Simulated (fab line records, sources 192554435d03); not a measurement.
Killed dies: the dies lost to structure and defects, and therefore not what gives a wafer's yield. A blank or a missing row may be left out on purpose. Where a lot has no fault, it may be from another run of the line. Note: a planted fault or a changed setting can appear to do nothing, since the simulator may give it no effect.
fab line records    flow n5-finfet    part 2 of 2: steps 5 to 6 of 6
record: lots: 20  wafers: 60  last-day: 18
route steps=1938 shown MOL_CONTACT_COAG@581 BEOL_M0_SAQP@635
lots that met no fault: taken from a fault-free run of the same line
start-h: the number of hours between the record's first day and the start of the first shown wafer of the lot    wait-h: hours elapsed since this lot's preceding step    " repeats the value in the row above    L1.1+2: a row that stands for several wafers    - no value present, or no start provided    * or withheld: withheld    < > ~ a bound
route shown NAME@n: a module of which the file shows steps, and the number in the route of the first    usual: mean and standard deviation over wafers with no fault    same: alike in all rows    chamber/n: place in a boat    sites: each site's reading    _std_site: how widely they spread, as a standard deviation    _edge_site: inner sites' mean taken away from outer sites' mean    radius-mm: how far each site lies from the wafer's centre    mask NAME#n: copy n    behind: the tool/chamber that last shaped the wafer    hold: why the lot was held/for how many hours/how that ended    device: transistor that didn't switch, given as n, p or np    end of line: at the end of the route, the tests of the same wafers    a step without rows: its recipe alone    killed: not the wafer's yield, but the dies lost to structure and defects at the first sort    map: a wafer's dies, x killed, . not, _ none there
set.NAME: setting as actually run; set.NAME@STEP: the setting as run at that earlier step    model.NAME: the simulator's own value behind a step, which no gauge read
the route's steps for a sample of lots (tables are steps, rows are wafers)
services: a tool's chamber out of use, with start hour (start-h, from the record's first day; less than 0 if before it), hours out, and reason
== steps ==
step: N5_BEOL_M0_SAQP_ETCH_107
recipe: chemistry: CH3F/O2  target: SiNx  target-depth-a: 300  mask-material: SOC  pressure-mtorr: 30  source-w: 395  bias-w: 73  Ar_flow_sccm: 150  CH3F_flow_sccm: 30  O2_flow_sccm: 20  ion-energy-ev: 120
usual: drypump-motor-current-A: 5.9/0.32  oes_f_703_au: 0.77/0.089  oes-product-au: 0.77/0.081  rf-vpp-V: 295/8.5  showerhead-plenum-p-Torr: 1.97/0.079  throttle-valve-pct: 16.38/0.23
lot.wafer  tool         chamber  start-h  wait-h  drypump-motor-current-A  oes_f_703_au  oes-product-au  rf-hours-counter-h  rf-vpp-V  showerhead-plenum-p-Torr  throttle-valve-pct
L074.1     rie-diel-04  0        111.13   0.0     5.4                      0.77          0.78            142                 293       1.91                      16.10
L074.2     "            1        "        "       6.1                      0.70          0.74            144                 298       2.09                      16.22
L074.3     "            3        "        "       5.6                      0.81          0.81            96                  294       1.87                      16.11
L075.1     rie-diel-04  0        118.41   0.0     5.4                      0.77          0.77            145                 292       1.91                      16.12
L075.4     "            1        "        "       6.2                      0.70          0.74            -                   298       2.09                      16.22
L075.6     "            2        "        "       6.1                      0.66          0.71            -                   316       2.09                      16.81
L076.3     rie-diel-04  0        123.45   0.0     5.4                      0.77          0.77            148                 294       1.91                      16.12
L076.4     "            1        "        "       6.1                      0.70          0.75            -                   297       2.09                      16.23
L076.5     "            2        "        "       6.1                      0.66          0.70            -                   314       2.09                      16.82
L077.4     rie-diel-04  1        129.66   0.0     6.1                      0.70          0.73            152                 296       2.09                      16.21
L077.5     "            1        "        "       6.1                      0.70          0.73            -                   299       2.09                      16.23
L077.6     "            2        "        "       6.0                      0.66          0.70            -                   315       2.08                      16.82
L078.2     rie-diel-04  3        140.25   0.0     5.6                      0.81          0.79            101                 292       1.87                      16.10
L078.4     "            2        "        "       6.0                      0.66          0.70            236                 314       2.08                      16.83
L078.5     "            3        "        "       5.6                      0.82          0.80            -                   292       1.87                      16.10
L079.1     rie-diel-04  0        143.27   0.0     5.4                      0.77          0.77            153                 295       1.91                      16.13
L079.2     "            1        "        "       6.2                      0.70          0.73            155                 297       2.09                      16.22
L079.3     "            2        "        "       6.1                      0.66          0.69            237                 314       2.08                      16.83
L080.2     rie-diel-03  1        155.38   0.0     5.6                      0.78          0.75            183                 291       1.91                      16.60
L080.4     "            0        "        "       5.8                      0.94          0.92            26                  290       2.03                      16.36
L080.5     "            1        "        "       5.6                      0.77          0.74            -                   290       1.91                      16.62
L081.2     rie-diel-04  0        157.21   0.0     5.4                      0.76          0.76            157                 294       1.91                      16.14
L081.3     "            3        "        "       5.6                      0.81          0.79            106                 291       1.86                      16.11
L081.5     "            0        "        "       5.4                      0.77          0.77            -                   295       1.91                      16.14
L082.1     rie-diel-03  1        162.22   0.0     5.6                      0.78          0.75            185                 292       1.91                      16.62
L082.4     "            3        "        "       5.5                      0.70          0.69            231                 291       1.91                      16.35
L082.6     "            3        "        "       5.5                      0.70          0.70            -                   289       1.91                      16.37
L083.1     rie-diel-06  0        167.08   0.0     5.5                      0.72          0.70            225                 293       1.90                      16.55
L083.3     "            1        "        "       6.2                      0.92          0.90            23                  295       1.97                      16.41
L083.4     "            3        "        "       5.9                      0.80          0.77            122                 283       1.95                      16.51
L085.1     rie-diel-04  2        179.04   0.0     6.0                      0.65          0.69            247                 313       2.08                      16.85
L085.2     "            0        "        "       5.4                      0.76          0.76            165                 293       1.91                      16.14
L085.3     "            3        "        "       5.6                      0.80          0.79            113                 292       1.86                      16.12
L086.3     rie-diel-06  0        188.90   0.0     5.5                      0.72          0.69            232                 293       1.90                      16.54
L086.4     "            1        "        "       6.2                      0.91          0.90            -                   292       1.97                      16.44
L086.6     "            3        "        "       6.0                      0.79          0.77            -                   282       1.95                      16.54
L087.2     rie-diel-03  3        194.13   0.0     5.5                      0.69          0.69            241                 289       1.90                      16.37
L087.3     "            1        "        "       5.6                      0.77          0.74            195                 292       1.90                      16.64
L087.4     "            3        "        "       5.5                      0.69          0.69            -                   290       1.90                      16.37
L088.3     rie-diel-06  2        200.53   0.0     5.9                      0.65          0.67            247                 306       2.04                      16.42
L088.4     "            1        "        "       6.2                      0.90          0.89            32                  294       1.97                      16.43
L088.5     "            2        "        "       5.9                      0.65          0.67            -                   307       2.04                      16.43
L090.1     rie-diel-03  3        211.77   0.0     5.5                      0.69          0.69            247                 288       1.90                      16.38
L090.2     "            1        "        "       5.6                      0.76          0.72            201                 293       1.90                      16.65
L090.3     "            0        "        "       5.8                      0.91          0.87            44                  289       2.03                      16.40
L091.1     rie-diel-06  0        220.24   0.0     5.5                      0.71          0.69            242                 294       1.90                      16.57
L091.5     "            3        "        "       6.0                      0.79          0.76            -                   283       1.95                      16.55
L091.6     "            1        "        "       6.2                      0.89          0.88            -                   292       1.97                      16.44
L092.1     rie-diel-06  0        223.99   0.0     5.4                      0.71          0.69            243                 293       1.90                      16.58
L092.3     "            1        "        "       6.2                      0.89          0.88            40                  293       1.97                      16.45
L092.4     "            0        "        "       5.4                      0.70          0.69            -                   292       1.90                      16.57
L093.2     rie-diel-06  3        230.53   0.0     6.0                      0.78          0.76            141                 283       1.95                      16.55
L093.4     "            2        "        "       5.9                      0.91          0.96            1                   306       2.04                      15.98
L093.6     "            0        "        "       5.5                      0.70          0.69            -                   293       1.90                      16.57
L094.2     rie-diel-06  1        233.15   0.0     6.2                      0.88          0.86            44                  291       1.96                      16.45
L094.3     "            0        "        "       5.5                      0.70          0.69            247                 294       1.90                      16.57
L094.5     "            3        "        "       6.0                      0.78          0.76            -                   282       1.95                      16.54
L096.1     rie-diel-03  3        249.91   0.0     5.5                      0.96          0.96            2                   295       2.15                      15.93
L096.4     "            2        "        "       6.6                      0.96          0.93            16                  289       1.97                      15.91
L096.6     "            3        "        "       5.5                      0.96          0.95            -                   296       2.15                      15.91
step: N5_BEOL_M0_SAQP_STRIP_108
recipe: chemistry: N2/H2  power-w: 500  temp-c: 40  pressure-mtorr: 50  rf-frequency-hz: 6e+07  overash-fraction: 0.3  bias-power-w: 28  h2-frac: 0.5  n2-flow-sccm: 300  h2-flow-sccm: 300
usual: drypump-motor-current-A: 5.9/0.32  oes-product-au: 0.77/0.082  rf-vpp-V: 121.5/1  showerhead-plenum-p-Torr: 3.29/0.13  throttle-valve-pct: 18.8/0.32
lot.wafer  tool         chamber  start-h  wait-h  drypump-motor-current-A  oes-product-au  rf-hours-counter-h  rf-vpp-V  showerhead-plenum-p-Torr  throttle-valve-pct
L074.1     rie-diel-04  0        111.17   0.0     5.5                      0.77            142                 121.6     3.21                      18.6
L074.2     "            1        "        "       6.2                      0.77            144                 122.8     3.46                      18.5
L074.3     "            3        "        "       5.6                      0.82            96                  121.3     3.11                      18.4
L075.1     rie-diel-04  0        118.45   0.0     5.4                      0.77            145                 122.6     3.21                      18.6
L075.4     "            1        "        "       6.2                      0.75            -                   122.1     3.46                      18.5
L075.6     "            2        "        "       6.1                      0.71            -                   121.1     3.45                      18.8
L076.3     rie-diel-04  0        123.49   0.0     5.4                      0.78            148                 121.7     3.21                      18.6
L076.4     "            1        "        "       6.2                      0.76            -                   121.4     3.46                      18.6
L076.5     "            2        "        "       6.1                      0.71            -                   121.7     3.45                      18.8
L077.4     rie-diel-04  1        129.70   0.0     6.2                      0.76            152                 122.0     3.45                      18.5
L077.5     "            1        "        "       6.2                      0.75            -                   123.0     3.45                      18.5
L077.6     "            2        "        "       6.1                      0.69            -                   122.3     3.45                      18.8
L078.2     rie-diel-04  3        140.29   0.0     5.6                      0.79            101                 120.4     3.11                      18.4
L078.4     "            2        "        "       6.1                      0.70            236                 123.4     3.44                      18.9
L078.5     "            3        "        "       5.6                      0.80            -                   121.3     3.11                      18.4
L079.1     rie-diel-04  0        143.31   0.0     5.5                      0.77            153                 122.0     3.21                      18.6
L079.2     "            1        "        "       6.2                      0.76            155                 121.6     3.45                      18.5
L079.3     "            2        "        "       6.1                      0.70            237                 122.6     3.44                      18.9
L080.2     rie-diel-03  1        155.42   0.0     5.6                      0.74            183                 121.3     3.20                      19.1
L080.4     "            0        "        "       5.8                      0.90            26                  123.1     3.42                      19.4
L080.5     "            1        "        "       5.6                      0.73            -                   121.5     3.20                      19.1
L081.2     rie-diel-04  0        157.25   0.0     5.4                      0.76            157                 121.3     3.20                      18.6
L081.3     "            3        "        "       5.7                      0.80            106                 120.1     3.11                      18.4
L081.5     "            0        "        "       5.4                      0.76            -                   120.6     3.20                      18.6
L082.1     rie-diel-03  1        162.26   0.0     5.6                      0.73            185                 120.1     3.20                      19.1
L082.4     "            3        "        "       5.5                      0.71            231                 121.0     3.18                      18.8
L082.6     "            3        "        "       5.5                      0.70            -                   120.9     3.18                      18.8
L083.1     rie-diel-06  0        167.12   0.0     5.5                      0.69            226                 120.7     3.17                      19.2
L083.3     "            1        "        "       6.2                      0.92            23                  121.3     3.30                      19.0
L083.4     "            3        "        "       6.0                      0.78            122                 120.3     3.22                      18.7
L085.1     rie-diel-04  2        179.08   0.0     6.0                      0.70            247                 122.7     3.44                      18.9
L085.2     "            0        "        "       5.4                      0.75            165                 122.3     3.20                      18.6
L085.3     "            3        "        "       5.7                      0.79            113                 120.2     3.11                      18.4
L086.3     rie-diel-06  0        188.94   0.0     5.5                      0.68            232                 122.8     3.16                      19.2
L086.4     "            1        "        "       6.2                      0.90            -                   122.5     3.29                      19.0
L086.6     "            3        "        "       6.1                      0.79            -                   120.5     3.22                      18.7
L087.2     rie-diel-03  3        194.17   0.0     5.5                      0.71            241                 121.7     3.17                      18.9
L087.3     "            1        "        "       5.6                      0.73            195                 120.8     3.19                      19.1
L087.4     "            3        "        "       5.5                      0.70            -                   119.9     3.18                      18.9
L088.3     rie-diel-06  2        200.57   0.0     5.9                      0.67            247                 123.0     3.45                      18.9
L088.4     "            1        "        "       6.2                      0.91            32                  121.6     3.29                      19.0
L088.5     "            2        "        "       5.9                      0.67            -                   122.1     3.45                      18.9
L090.1     rie-diel-03  3        211.81   0.0     5.5                      0.69            247                 120.0     3.17                      18.9
L090.2     "            1        "        "       5.6                      0.72            201                 120.1     3.19                      19.1
L090.3     "            0        "        "       5.8                      0.85            44                  121.3     3.41                      19.4
L091.1     rie-diel-06  0        220.28   0.0     5.5                      0.67            242                 120.4     3.16                      19.2
L091.5     "            3        "        "       6.0                      0.76            -                   121.5     3.21                      18.7
L091.6     "            1        "        "       6.2                      0.89            -                   121.0     3.29                      19.0
L092.1     rie-diel-06  0        224.03   0.0     5.5                      0.67            243                 121.6     3.16                      19.2
L092.3     "            1        "        "       6.3                      0.88            40                  120.9     3.29                      19.0
L092.4     "            0        "        "       5.5                      0.68            -                   120.3     3.16                      19.2
L093.2     rie-diel-06  3        230.57   0.0     6.0                      0.75            141                 120.4     3.21                      18.7
L093.4     "            2        "        "       5.9                      0.95            1                   122.3     3.45                      18.5
L093.6     "            0        "        "       5.5                      0.67            -                   119.6     3.16                      19.2
L094.2     rie-diel-06  1        233.19   0.0     6.2                      0.87            44                  122.1     3.28                      19.0
L094.3     "            0        "        "       5.5                      0.67            247                 120.8     3.16                      19.2
L094.5     "            3        "        "       6.0                      0.75            -                   122.1     3.21                      18.7
L096.1     rie-diel-03  3        249.95   0.0     5.5                      0.97            2                   122.6     3.58                      18.4
L096.4     "            2        "        "       6.5                      0.93            16                  120.4     3.27                      17.9
L096.6     "            3        "        "       5.5                      0.97            -                   123.2     3.58                      18.5
== services ==
tool         chamber  start-h  hours  kind
rie-diel-01  1        76.89    -      clean
rie-diel-01  1        76.89    -      consumable-replace:focus-ring
rie-diel-01  1        76.89    -      consumable-replace:showerhead
rie-diel-01  1        76.89    15.8   scheduled-down
rie-diel-01  1        76.89    15.8   vent-cycle
rie-diel-04  2        90.08    1.8    repair
rie-diel-03  3        92.22    7.2    repair
rie-diel-05  -        112.03   4.3    pm
rie-diel-02  2        136.70   8.8    repair
rie-diel-04  -        136.74   2.8    pm
pecvd-04     -        139.50   0.5    repair
pecvd-02     -        140.79   14.6   pm
rie-diel-02  -        154.74   14.6   pm
rie-diel-04  2        157.46   2.1    repair
rie-diel-05  2        159.38   5.2    repair
pecvd-02     2        166.02   23.7   repair
rie-diel-02  1        170.92   3.2    repair
rie-diel-06  2        178.37   10.6   repair
pecvd-04     -        182.39   1.5    repair
pecvd-04     1        188.20   4.6    repair
rie-diel-02  -        201.05   2.8    pm
rie-diel-06  -        201.59   2.8    pm
rie-diel-04  0        209.83   5.8    repair
pecvd-02     -        239.60   1.0    repair
